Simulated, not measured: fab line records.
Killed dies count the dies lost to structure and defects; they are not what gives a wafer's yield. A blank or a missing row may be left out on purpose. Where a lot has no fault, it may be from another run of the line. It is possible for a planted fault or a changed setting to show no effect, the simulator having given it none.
fab line records | flow n5_finfet
record lots=7 | wafers=21 | last_day=17
route steps=1938 shown BEOL_M1@809 BEOL_M4@1111 PASSIVATION@1936
lots that met no fault: taken from a fault-free run of the same line
start_h: hours from the record's opening day to when the first of the lot's shown wafers began | wait_h: hours from the lot's prior step to this one | " repeats the value in the row above | L1.1+2: a single row standing in for several wafers | - value missing, or start not given | * or withheld: withheld | < > ~ a bound
route shown NAME@n: a module of which the file shows steps, and the number in the route of the first | usual: the fault-free wafers' mean and standard deviation | same: alike in all rows | chamber/n: place in a boat | sites: readings site by site | _std_site: standard deviation across them | _edge_site: the outer-site mean with the inner-site mean subtracted | radius_mm: how far each site lies from the wafer's centre | mask NAME#n: copy n | behind: tool/chamber where the wafer was last shaped | hold: cause of the lot's hold/its duration in hours/its outcome | device: transistor that didn't switch, given as n, p or np | end of line: the route-end tests of the same wafers | a step with no rows: only its recipe | killed: dies that structure and defects cost at the first sort, which is not the same as the wafer's yield | map: per-die view of a wafer (x killed, . not killed, _ where there is no die)
set.NAME: the setting the step ran with; set.NAME@STEP: the setting that earlier step ran with | model.NAME: the simulator's own value behind a step, which no gauge read
lots seen at some steps along the route; tables by step, rows by wafer
services: the hour from which a tool's chamber was out of use, counted from the record's first day as start_h (under 0 if before that day), plus the number of hours and why
## steps
# step N5_BEOL_M1_DEGAS_44
# recipe ambient=vacuum | temp_c=250 | time_s=60
# step N5_BEOL_M1_PRE_CLEAN_45
# recipe gas=H2/He | time_s=30 | temp_c=250
# step N5_BEOL_M1_ALD_84
# recipe material=TaN | target_thk_a=* | temp_c=275 | ald_precursor_family=PDMAT | ald_co_reactant=NH3 | pressure_torr=3 | carrier_flow_sccm=1500 | pulse_time_s=2 | purge_time_s=3 | co_reactant_purge_time_s=2 | co_reactant_pulse_time_s=3 | ald_cycles=30 | precursor_vessel_temp_c=75 | precursor_vessel_pressure_torr=26.25 | precursor_vessel_carrier_sccm=1000
# step N5_BEOL_M1_SURFACE_TREAT_85
# recipe gas=Ar | time_s=* | ion_energy_ev=* | ion_current_ma_cm2=0.5 | pressure_mtorr=* | ar_flow_sccm=30
# usual ar_flow_sccm=30.00/0.099 | throttle_valve_pct=*
lot.wafer | tool           | chamber | start_h | wait_h | ar_flow_sccm | throttle_valve_pct
L248.1    | pvd_sputter-02 | -       | 191.95  | 0.2    | 29.90        | *
L248.2    | "              | -       | "       | "      | 30.10        | *
L248.3    | "              | -       | "       | "      | 30.15        | *
L250.1    | pvd_sputter-02 | -       | 193.31  | 0.2    | 29.99        | *
L250.2    | "              | -       | "       | "      | 30.01        | *
L250.4    | "              | -       | "       | "      | 29.94        | *
L253.2    | pvd_sputter-01 | -       | 214.93  | 0.1    | 30.00        | *
L253.3    | "              | -       | "       | "      | 29.93        | *
L253.4    | "              | -       | "       | "      | 30.07        | *
L254.1    | pvd_sputter-02 | -       | 226.20  | 0.2    | 29.92        | *
L254.2    | "              | -       | "       | "      | 29.93        | *
L254.6    | "              | -       | "       | "      | 30.02        | *
L255.1    | pvd_sputter-02 | -       | 227.46  | 0.2    | 29.95        | *
L255.3    | "              | -       | "       | "      | 30.05        | *
L255.4    | "              | -       | "       | "      | 30.10        | *
L261.1    | pvd_sputter-03 | -       | 262.39  | 0.1    | 30.05        | *
L261.2    | "              | -       | "       | "      | 29.99        | *
L261.4    | "              | -       | "       | "      | 29.95        | *
L262.2    | pvd_sputter-01 | -       | 262.68  | 0.1    | 30.12        | *
L262.5    | "              | -       | "       | "      | 30.06        | *
L262.6    | "              | -       | "       | "      | 30.03        | *
# step N5_BEOL_M1_CVD_47
# recipe material=Co | target_thk_a=30 | temp_c=withheld | precursor=CCTBA/H2 | pressure_torr=30 | time_s=223.8
# step N5_BEOL_M1_SPUTTER_48
# recipe material=Cu | target_thk_a=45 | temp_c=-20 | chamber_pressure_pa=0.07 | power_w=withheld | time_s=8.29
# usual chamber_pressure_pa=0.07003/0.00016 | throttle_valve_pct=30.2/0.91
lot.wafer | tool           | chamber | start_h | wait_h | chamber_pressure_pa | throttle_valve_pct
L248.1    | pvd_sputter-03 | -       | 192.34  | 0.1    | 0.07009             | 29.3
L248.2    | "              | -       | "       | "      | 0.06972             | 30.2
L248.3    | "              | -       | "       | "      | 0.07032             | 30.0
L250.1    | pvd_sputter-03 | -       | 194.18  | 0.5    | 0.06985             | 30.1
L250.2    | "              | -       | "       | "      | 0.06989             | 30.3
L250.4    | "              | -       | "       | "      | 0.0703              | 31.6
L253.2    | pvd_sputter-03 | -       | 215.24  | 0.2    | 0.07004             | 31.9
L253.3    | "              | -       | "       | "      | 0.06988             | 30.2
L253.4    | "              | -       | "       | "      | 0.06994             | 29.2
L254.1    | pvd_sputter-03 | -       | 226.55  | 0.2    | 0.07021             | 31.8
L254.2    | "              | -       | "       | "      | 0.0702              | 30.4
L254.6    | "              | -       | "       | "      | 0.07016             | 29.4
L255.1    | pvd_sputter-02 | -       | 227.71  | 0.1    | 0.06987             | 29.6
L255.3    | "              | -       | "       | "      | 0.07007             | 28.9
L255.4    | "              | -       | "       | "      | 0.07007             | 29.4
L261.1    | pvd_sputter-03 | -       | 262.79  | 0.2    | 0.07043             | 30.2
L261.2    | "              | -       | "       | "      | 0.06968             | 29.5
L261.4    | "              | -       | "       | "      | 0.06987             | 31.8
L262.2    | pvd_sputter-02 | -       | 264.35  | 1.3    | 0.06998             | 29.1
L262.5    | "              | -       | "       | "      | 0.07014             | 29.3
L262.6    | "              | -       | "       | "      | 0.07011             | 29.8
# step N5_BEOL_M1_ANNEAL_49
# recipe temp_c=400 | time_s=240 | ambient=vacuum
# step N5_BEOL_M1_SPUTTER_79
# recipe material=Cu | target_thk_a=45 | temp_c=-20 | chamber_pressure_pa=0.07 | power_w=withheld | time_s=8.29
# usual chamber_pressure_pa=0.06999/0.00014 | throttle_valve_pct=30.2/0.9
lot.wafer | tool           | chamber | start_h | wait_h | chamber_pressure_pa | throttle_valve_pct
L248.1    | pvd_sputter-03 | -       | 192.56  | 0.1    | 0.06996             | 29.2
L248.2    | "              | -       | "       | "      | 0.07006             | 30.2
L248.3    | "              | -       | "       | "      | 0.06987             | 29.9
L250.1    | pvd_sputter-03 | -       | 194.40  | 0.1    | 0.06994             | 30.2
L250.2    | "              | -       | "       | "      | 0.0699              | 30.2
L250.4    | "              | -       | "       | "      | 0.06986             | 31.5
L253.2    | pvd_sputter-03 | -       | 215.46  | 0.1    | 0.07009             | 31.7
L253.3    | "              | -       | "       | "      | 0.07012             | 30.5
L253.4    | "              | -       | "       | "      | 0.06976             | 29.3
L254.1    | pvd_sputter-03 | -       | 226.77  | 0.1    | 0.06999             | 32.0
L254.2    | "              | -       | "       | "      | 0.0701              | 30.2
L254.6    | "              | -       | "       | "      | 0.06997             | 29.4
L255.1    | pvd_sputter-02 | -       | 227.93  | 0.1    | 0.06994             | 29.7
L255.3    | "              | -       | "       | "      | 0.0697              | 29.1
L255.4    | "              | -       | "       | "      | 0.06992             | 29.2
L261.1    | pvd_sputter-03 | -       | 263.01  | 0.1    | 0.0702              | 30.0
L261.2    | "              | -       | "       | "      | 0.06992             | 29.4
L261.4    | "              | -       | "       | "      | 0.07023             | 31.7
L262.2    | pvd_sputter-02 | -       | 264.57  | 0.1    | 0.06977             | 29.3
L262.5    | "              | -       | "       | "      | 0.06992             | 29.1
L262.6    | "              | -       | "       | "      | 0.06989             | 29.8
# step N5_BEOL_M1_ANNEAL_80
# recipe temp_c=400 | time_s=240 | ambient=vacuum
# usual heater_power_w=823/83 | susceptor_temp_C=400.01/0.19
lot.wafer | tool           | chamber | start_h | wait_h | heater_power_w | susceptor_temp_C
L248.1    | pvd_sputter-03 | -       | 192.64  | 0.0    | 849            | 400.14
L248.2    | "              | -       | "       | "      | 828            | 399.82
L248.3    | "              | -       | "       | "      | 804            | 399.89
L250.1    | pvd_sputter-03 | -       | 194.48  | 0.0    | 854            | 399.70
L250.2    | "              | -       | "       | "      | 795            | 400.05
L250.4    | "              | -       | "       | "      | 943            | 399.97
L253.2    | pvd_sputter-03 | -       | 215.54  | 0.0    | 944            | 400.05
L253.3    | "              | -       | "       | "      | 856            | 400.01
L253.4    | "              | -       | "       | "      | 857            | 399.97
L254.1    | pvd_sputter-03 | -       | 226.85  | 0.0    | 922            | 399.73
L254.2    | "              | -       | "       | "      | 874            | 399.40
L254.6    | "              | -       | "       | "      | 879            | 400.09
L255.1    | pvd_sputter-02 | -       | 228.01  | 0.0    | 699            | 399.84
L255.3    | "              | -       | "       | "      | 867            | 399.97
L255.4    | "              | -       | "       | "      | 719            | 399.96
L261.1    | pvd_sputter-03 | -       | 263.09  | 0.0    | 790            | 399.97
L261.2    | "              | -       | "       | "      | 860            | 399.74
L261.4    | "              | -       | "       | "      | 958            | 399.63
L262.2    | pvd_sputter-02 | -       | 264.65  | 0.0    | 715            | 400.04
L262.5    | "              | -       | "       | "      | 717            | 399.86
L262.6    | "              | -       | "       | "      | 690            | 400.22
# step N5_BEOL_M1_SPUTTER_81
# recipe material=Cu | target_thk_a=45 | temp_c=-20 | chamber_pressure_pa=0.07 | power_w=withheld | time_s=8.29
# step N5_BEOL_M1_ANNEAL_82
# recipe temp_c=400 | time_s=240 | ambient=vacuum
# usual heater_power_w=827/82 | susceptor_temp_C=399.97/0.23
lot.wafer | tool           | chamber | start_h | wait_h | heater_power_w | susceptor_temp_C
L248.1    | pvd_sputter-03 | -       | 192.86  | 0.0    | 872            | 400.18
L248.2    | "              | -       | "       | "      | 861            | 400.01
L248.3    | "              | -       | "       | "      | 808            | 399.58
L250.1    | pvd_sputter-03 | -       | 194.70  | 0.0    | 849            | 400.29
L250.2    | "              | -       | "       | "      | 803            | 400.11
L250.4    | "              | -       | "       | "      | 937            | 399.94
L253.2    | pvd_sputter-03 | -       | 215.76  | 0.0    | 949            | 399.95
L253.3    | "              | -       | "       | "      | 854            | 400.34
L253.4    | "              | -       | "       | "      | 881            | 400.20
L254.1    | pvd_sputter-03 | -       | 227.07  | 0.0    | 936            | 399.96
L254.2    | "              | -       | "       | "      | 842            | 399.63
L254.6    | "              | -       | "       | "      | 858            | 400.00
L255.1    | pvd_sputter-02 | -       | 228.23  | 0.0    | 707            | 400.00
L255.3    | "              | -       | "       | "      | 844            | 399.97
L255.4    | "              | -       | "       | "      | 709            | 400.13
L261.1    | pvd_sputter-03 | -       | 263.31  | 0.0    | 807            | 399.96
L261.2    | "              | -       | "       | "      | 888            | 400.13
L261.4    | "              | -       | "       | "      | 919            | 400.02
L262.2    | pvd_sputter-02 | -       | 264.87  | 0.0    | 732            | 399.94
L262.5    | "              | -       | "       | "      | 709            | 400.38
L262.6    | "              | -       | "       | "      | 715            | 399.82
# step N5_BEOL_M1_SPUTTER_86
# recipe material=Cu | target_thk_a=45 | temp_c=-20 | chamber_pressure_pa=0.07 | power_w=withheld | time_s=8.29
# step N5_BEOL_M1_ANNEAL_87
# recipe temp_c=400 | time_s=240 | ambient=vacuum
# usual heater_power_w=826/83 | susceptor_temp_C=400.03/0.23
lot.wafer | tool           | chamber | start_h | wait_h | heater_power_w | susceptor_temp_C
L248.1    | pvd_sputter-03 | -       | 193.08  | 0.0    | 862            | 399.41
L248.2    | "              | -       | "       | "      | 839            | 400.06
L248.3    | "              | -       | "       | "      | 791            | 400.25
L250.1    | pvd_sputter-03 | -       | 194.92  | 0.0    | 838            | 400.02
L250.2    | "              | -       | "       | "      | 807            | 399.56
L250.4    | "              | -       | "       | "      | 945            | 400.35
L253.2    | pvd_sputter-03 | -       | 215.98  | 0.0    | -              | -
L253.3    | "              | -       | "       | "      | -              | -
L253.4    | "              | -       | "       | "      | -              | -
L254.1    | pvd_sputter-03 | -       | 227.29  | 0.0    | -              | -
L254.2    | "              | -       | "       | "      | -              | -
L254.6    | "              | -       | "       | "      | -              | -
L255.1    | pvd_sputter-02 | -       | 228.45  | 0.0    | -              | -
L255.3    | "              | -       | "       | "      | -              | -
L255.4    | "              | -       | "       | "      | -              | -
L261.1    | pvd_sputter-03 | -       | 263.53  | 0.0    | 801            | 399.91
L261.2    | "              | -       | "       | "      | 875            | 399.98
L261.4    | "              | -       | "       | "      | 940            | 400.38
L262.2    | pvd_sputter-02 | -       | 265.09  | 0.0    | 727            | 400.47
L262.5    | "              | -       | "       | "      | 708            | 400.12
L262.6    | "              | -       | "       | "      | 693            | 400.00
# step N5_BEOL_M1_SPUTTER_88
# recipe material=Cu | target_thk_a=45 | temp_c=-20 | chamber_pressure_pa=0.07 | power_w=withheld | time_s=8.29
# step N5_BEOL_M4_RC_MEAS_101
# usual DIBL_N=36.3/1.6 | DIBL_P=36.2/2 | IOFF_N=0.160/0.028 | IOFF_P=0.21/0.036 | ION_N=677/11 | ION_P=465/6.9 | SS_N=71.5/0.55 | SS_P=73.3/0.64 | VT_N=250/3 | VT_P=-250/3.5
lot.wafer | tool      | chamber | start_h | wait_h | DIBL_N[mV/V] | DIBL_P[mV/V] | IOFF_N[nA/um] | IOFF_P[nA/um] | ION_N[uA/um] | ION_P[uA/um] | SS_N[mV/dec] | SS_P[mV/dec] | VT_N[mV] | VT_P[mV]
L248.1    | prober-01 | 0       | 230.68  | 0.0    | 36.1         | 37.4         | 0.149         | 0.25          | 661          | 461          | 72.0         | 73.7         | 252      | -247
L248.2    | "         | 0       | "       | "      | 36.0         | 36.1         | 0.145         | 0.22          | 676          | 469          | 71.0         | 72.5         | 251      | -249
L248.3    | "         | 0       | "       | "      | 39.1         | 41.1         | 0.211         | 0.32          | 675          | 471          | 72.6         | 74.5         | 245      | -241
L250.1    | prober-01 | 0       | 235.13  | 0.0    | 37.4         | 38.2         | 0.186         | 0.24          | 688          | 468          | 72.0         | 74.0         | 246      | -251
L250.2    | "         | 0       | "       | "      | 37.1         | 37.6         | 0.179         | 0.24          | 692          | 471          | 72.2         | 74.4         | 246      | -248
L250.4    | "         | 0       | "       | "      | 37.8         | 39.0         | 0.207         | 0.24          | 686          | 466          | 71.9         | 74.5         | 246      | -249
L253.2    | prober-01 | 0       | 245.80  | 0.2    | 38.8         | 38.5         | 0.223         | 0.24          | 688          | 461          | 72.2         | 74.4         | 246      | -250
L253.3    | "         | 0       | "       | "      | 37.0         | 37.2         | 0.183         | 0.22          | 685          | 465          | 71.2         | 73.4         | 248      | -252
L253.4    | "         | 0       | "       | "      | 39.6         | 39.3         | 0.225         | 0.25          | 685          | 467          | 72.3         | 74.9         | 246      | -249
L254.1    | prober-01 | 0       | 275.54  | 0.0    | 34.4         | 35.1         | 0.142         | 0.20          | 685          | 470          | 70.7         | 73.1         | 249      | -252
L254.2    | "         | 0       | "       | "      | 36.1         | 36.8         | 0.170         | 0.22          | 682          | 473          | 71.6         | 72.6         | 249      | -248
L254.6    | "         | 0       | "       | "      | 35.3         | 36.4         | 0.158         | 0.22          | 685          | 467          | 71.9         | 72.8         | 249      | -250
L255.1    | prober-01 | 0       | 277.38  | 0.0    | 34.2         | 34.1         | 0.119         | 0.17          | 664          | 459          | 71.1         | 73.0         | 257      | -255
L255.3    | "         | 0       | "       | "      | 34.3         | 33.9         | 0.118         | 0.17          | 667          | 462          | 71.2         | 72.3         | 252      | -250
L255.4    | "         | 0       | "       | "      | 34.3         | 34.6         | 0.124         | 0.18          | 668          | 459          | 71.3         | 72.8         | 254      | -252
L261.1    | prober-01 | 0       | 305.74  | 0.0    | 36.5         | 35.4         | 0.156         | 0.21          | 681          | 467          | 71.1         | 73.1         | 248      | -250
L261.2    | "         | 0       | "       | "      | 37.6         | 36.3         | 0.190         | 0.23          | 700          | 480          | 71.7         | 73.4         | 246      | -249
L261.4    | "         | 0       | "       | "      | 38.0         | 37.8         | 0.199         | 0.25          | 698          | 476          | 72.2         | 74.3         | 245      | -248
L262.2    | prober-02 | 0       | 309.64  | 0.2    | 35.1         | 34.3         | 0.134         | 0.17          | 679          | 462          | 70.7         | 73.3         | 251      | -255
L262.5    | "         | 0       | "       | "      | 35.7         | 35.7         | 0.144         | 0.18          | 665          | 452          | 71.8         | 73.6         | 251      | -252
L262.6    | "         | 0       | "       | "      | 35.9         | 36.2         | 0.152         | 0.18          | 683          | 460          | 71.4         | 73.5         | 249      | -254
# step N5_PASSIVATION_PROBE_49
# usual defect_limited_yield=91.2/1.5 | killed_at_M0_to_M3=36/10 | killed_at_M4_up=13/6 | killed_at_contacts=11/5.2 | killed_at_front_end=40/11 | killed_at_other=3.1/2.9 | killed_dies=104/17 | killed_open=66/12 | killed_short=34/7.7 | sort_bin_5_function=5.1/0.91 | sort_bin_6_memory=3.2/0.67 | sort_n_pass=1076/17 | sort_yield_pct=91.2/1.5
# same gross_dies=1180 | killed_at_back_side=0 | sort_bin_4_leakage[%]=0 | sort_bin_8_speed[%]=0
lot.wafer | tool      | chamber | start_h | wait_h | defect_limited_yield[%] | killed_at_M0_to_M3 | killed_at_M4_up | killed_at_contacts | killed_at_front_end | killed_at_other | killed_dies | killed_open | killed_short | sort_bin_5_function[%] | sort_bin_6_memory[%] | sort_n_pass | sort_yield_pct[%]
L250.2    | prober-02 | -       | 344.56  | 0.1    | 91.1                    | 30                 | 7               | 20                 | 46                  | 2               | 105         | 63          | 31           | 4.9                    | 2.7                  | 1075        | 91.1
L250.4    | prober-02 | -       | 344.66  | 0.2    | 92.6                    | 36                 | 7               | 12                 | 32                  | 0               | 87          | 54          | 32           | 4.2                    | 2.9                  | 1093        | 92.6
L248.1    | prober-02 | -       | 348.67  | 0.0    | 90.0                    | 32                 | 13              | 19                 | 49                  | 5               | 118         | 72          | 38           | 5.3                    | 3.8                  | 1062        | 90.0
L248.2    | prober-02 | -       | 348.72  | 0.1    | 93.1                    | 31                 | 8               | 5                  | 37                  | 1               | 82          | 57          | 24           | 3.8                    | 2.7                  | 1098        | 93.1
L248.3    | prober-02 | -       | 348.77  | 0.1    | 91.9                    | 25                 | 15              | 22                 | 34                  | 0               | 96          | 61          | 31           | 5.2                    | 2.5                  | 1084        | 91.9
L253.3    | prober-02 | -       | 355.58  | 0.1    | 91.0                    | 36                 | 13              | 12                 | 45                  | 0               | 106         | 70          | 30           | 5.3                    | 3.5                  | 1074        | 91.0
L253.4    | prober-02 | -       | 355.63  | 0.2    | 91.4                    | 30                 | 12              | 8                  | 52                  | 0               | 102         | 64          | 36           | 5.7                    | 2.4                  | 1078        | 91.4
L254.1    | prober-01 | -       | 378.18  | 0.0    | 90.0                    | 63                 | 5               | 8                  | 38                  | 4               | 118         | 72          | 46           | 5.9                    | 4.0                  | 1062        | 90.0
L254.2    | prober-01 | -       | 378.23  | 0.1    | 91.5                    | 34                 | 10              | 17                 | 38                  | 1               | 100         | 64          | 36           | 5.3                    | 2.8                  | 1080        | 91.5
L254.6    | prober-01 | -       | 378.43  | 0.3    | 91.1                    | 45                 | 8               | 7                  | 41                  | 4               | 105         | 70          | 32           | 5.6                    | 2.7                  | 1075        | 91.1
L255.1    | prober-01 | -       | 380.15  | 0.0    | 91.2                    | 44                 | 9               | 13                 | 36                  | 2               | 104         | 73          | 29           | 5.3                    | 3.4                  | 1076        | 91.2
L255.3    | prober-01 | -       | 380.25  | 0.1    | 90.3                    | 41                 | 8               | 13                 | 52                  | 1               | 115         | 78          | 35           | 5.9                    | 3.5                  | 1065        | 90.3
L255.4    | prober-01 | -       | 380.30  | 0.2    | 89.5                    | 54                 | 12              | 17                 | 39                  | 2               | 124         | 74          | 41           | 5.0                    | 4.5                  | 1056        | 89.5
L262.2    | prober-01 | -       | 417.85  | 0.1    | 91.7                    | 26                 | 16              | 8                  | 38                  | 10              | 98          | 55          | 36           | 4.3                    | 3.1                  | 1082        | 91.7
L262.5    | prober-01 | -       | 418.00  | 0.2    | 92.3                    | 27                 | 23              | 11                 | 27                  | 3               | 91          | 64          | 23           | 4.5                    | 2.9                  | 1089        | 92.3
L262.6    | prober-01 | -       | 418.05  | 0.3    | 92.8                    | 26                 | 17              | 8                  | 31                  | 3               | 85          | 50          | 30           | 4.1                    | 2.9                  | 1095        | 92.8
# killed by level:class
L250.2 STI_FIN_REVEAL:geometric_particle:open=15 MOL_CONTACT_COAG:geometric_particle:open=14 HKMG_FIN:area_etch=9 BEOL_M0_SAQP:geometric_particle:open=8 FIN_SAQP:geometric_particle:short=6 MOL_CONTACT_COAG:geometric_particle:short=6 BEOL_M0_SAQP:geometric_particle:short=6 BEOL_M4:geometric_particle:open=6
L250.4 MOL_CONTACT_COAG:geometric_particle:open=10 FIN_SAQP:geometric_particle:short=9 BEOL_M1:geometric_particle:open=9 BEOL_M2:geometric_particle:open=9 FIN_SAQP:geometric_particle:open=5 BEOL_M0_SAQP:geometric_particle:short=5 BEOL_M0_SAQP:geometric_particle:open=4 STI_FIN_REVEAL:geometric_particle:open=3
L248.1 MOL_CONTACT_COAG:geometric_particle:open=16 FIN_SAQP:geometric_particle:open=12 BEOL_M1:geometric_particle:open=10 FIN_SAQP:geometric_particle:short=8 HKMG_FIN:area_etch=6 BEOL_M0_SAQP:geometric_particle:open=5 MIM_BOT:geometric_particle:short=5 BEOL_M4:geometric_particle:open=5
L248.2 FIN_SAQP:geometric_particle:open=11 FIN_SAQP:geometric_particle:short=10 BEOL_M1:geometric_particle:open=10 BEOL_M0_SAQP:geometric_particle:open=5 BEOL_M0_SAQP:geometric_particle:short=4 MOL_CONTACT_COAG:geometric_particle:open=4 BEOL_M2:geometric_particle:open=4 BEOL_M3:geometric_particle:open=4
L248.3 MOL_CONTACT_COAG:geometric_particle:open=18 BEOL_M4:geometric_particle:open=8 FIN_SAQP:geometric_particle:short=7 BEOL_M0_SAQP:geometric_particle:open=7 FIN_SAQP:geometric_particle:open=5 BEOL_M2:geometric_particle:open=5 STARTING-WAFER:geometric_particle:short=5 BEOL_M0_SAQP:geometric_particle:short=4
L253.3 STI_FIN_REVEAL:geometric_particle:open=11 BEOL_M3:geometric_particle:open=10 FIN_SAQP:geometric_particle:open=9 MOL_CONTACT_COAG:geometric_particle:open=8 BEOL_M0_SAQP:geometric_particle:open=6 BEOL_M0_SAQP:geometric_particle:short=6 DUMMY_GATE:geometric_particle:open=5 BEOL_M1:geometric_particle:open=5
L253.4 DUMMY_GATE:geometric_particle:open=12 FIN_SAQP:geometric_particle:open=10 STI_FIN_REVEAL:geometric_particle:open=9 BEOL_M0_SAQP:geometric_particle:short=8 FIN_SAQP:geometric_particle:short=7 BEOL_M0_SAQP:geometric_particle:open=5 MOL_CONTACT_COAG:geometric_particle:open=4 BEOL_M3:geometric_particle:open=4
L254.1 BEOL_M0_SAQP:geometric_particle:open=19 BEOL_M0_SAQP:geometric_particle:short=18 BEOL_M1:geometric_particle:open=12 FIN_SAQP:geometric_particle:open=8 DUMMY_GATE:geometric_particle:open=7 MOL_CONTACT_COAG:geometric_particle:open=7 FIN_SAQP:geometric_particle:short=5 GATE_CUT:geometric_particle:short=5
L254.2 MOL_CONTACT_COAG:geometric_particle:open=12 FIN_SAQP:geometric_particle:open=11 BEOL_M0_SAQP:geometric_particle:short=11 FIN_SAQP:geometric_particle:short=9 BEOL_M0_SAQP:geometric_particle:open=6 BEOL_M3:geometric_particle:open=6 GATE_CUT:geometric_particle:open=5 MOL_CONTACT_COAG:geometric_particle:short=5
L254.6 BEOL_M0_SAQP:geometric_particle:open=11 BEOL_M1:geometric_particle:open=10 FIN_SAQP:geometric_particle:short=9 FIN_SAQP:geometric_particle:open=7 DUMMY_GATE:geometric_particle:open=7 BEOL_M2:geometric_particle:open=7 BEOL_M0_SAQP:geometric_particle:short=6 BEOL_M3:geometric_particle:short=5
L255.1 BEOL_M0_SAQP:geometric_particle:short=12 MOL_CONTACT_COAG:geometric_particle:open=11 BEOL_M3:geometric_particle:open=9 BEOL_M0_SAQP:geometric_particle:open=8 STI_FIN_REVEAL:geometric_particle:open=7 BEOL_M2:geometric_particle:open=7 FIN_SAQP:geometric_particle:short=5 FIN_SAQP:geometric_particle:open=5
L255.3 BEOL_M0_SAQP:geometric_particle:short=13 STI_FIN_REVEAL:geometric_particle:open=12 FIN_SAQP:geometric_particle:open=10 MOL_CONTACT_COAG:geometric_particle:open=10 BEOL_M0_SAQP:geometric_particle:open=7 DUMMY_GATE:geometric_particle:open=6 BEOL_M1:geometric_particle:open=5 BEOL_M2:geometric_particle:open=5
L255.4 BEOL_M0_SAQP:geometric_particle:short=16 MOL_CONTACT_COAG:geometric_particle:open=12 BEOL_M0_SAQP:geometric_particle:open=12 STI_FIN_REVEAL:geometric_particle:open=10 FIN_SAQP:geometric_particle:short=6 BEOL_M1:geometric_particle:open=6 BEOL_M3:geometric_particle:open=6 DUMMY_GATE:geometric_particle:open=5
L262.2 FIN_SAQP:geometric_particle:open=7 FIN_SAQP:geometric_particle:short=7 STI_FIN_REVEAL:geometric_particle:open=6 BEOL_M4:geometric_particle:open=6 BEOL_M1:geometric_particle:open=6 MOL_CONTACT_COAG:geometric_particle:open=5 BEOL_M0_SAQP:geometric_particle:open=5 GATE_CUT:geometric_particle:short=4
L262.5 MOL_CONTACT_COAG:geometric_particle:open=11 BEOL_M4:geometric_particle:open=8 FIN_SAQP:geometric_particle:open=7 BEOL_M1:geometric_particle:open=7 BEOL_M2:geometric_particle:open=5 FIN_SAQP:geometric_particle:short=4 BEOL_M0_SAQP:geometric_particle:open=4 BEOL_M1:geometric_particle:short=4
L262.6 FIN_SAQP:geometric_particle:open=11 BEOL_M4:geometric_particle:open=11 BEOL_M0_SAQP:geometric_particle:open=7 BEOL_M0_SAQP:geometric_particle:short=7 FIN_SAQP:geometric_particle:short=6 BEOL_M1:geometric_particle:short=5 STI_FIN_REVEAL:geometric_particle:open=3 MOL_CONTACT_COAG:geometric_particle:short=3
## services
tool           | chamber | start_h | hours | kind
pvd_sputter-03 | -       | 169.46  | 17.4  | repair
## key
first_sign step=N5_BEOL_M1_ANNEAL_87 | reading=tool_record | direction=missing
effect none on later readings
met_at N5_BEOL_M1_ANNEAL_87
struck_wafers L253.2,L253.3,L253.4,L254.1,L254.2,L254.6,L255.1,L255.3,L255.4
onset_between 194.92 215.98
fault kind=skipped_step_whole | tool=pvd_sputter-02,pvd_sputter-03 | chamber=- | onset_h=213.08 | steps=N5_BEOL_M1_ANNEAL_87 | scope=struck_lots_only
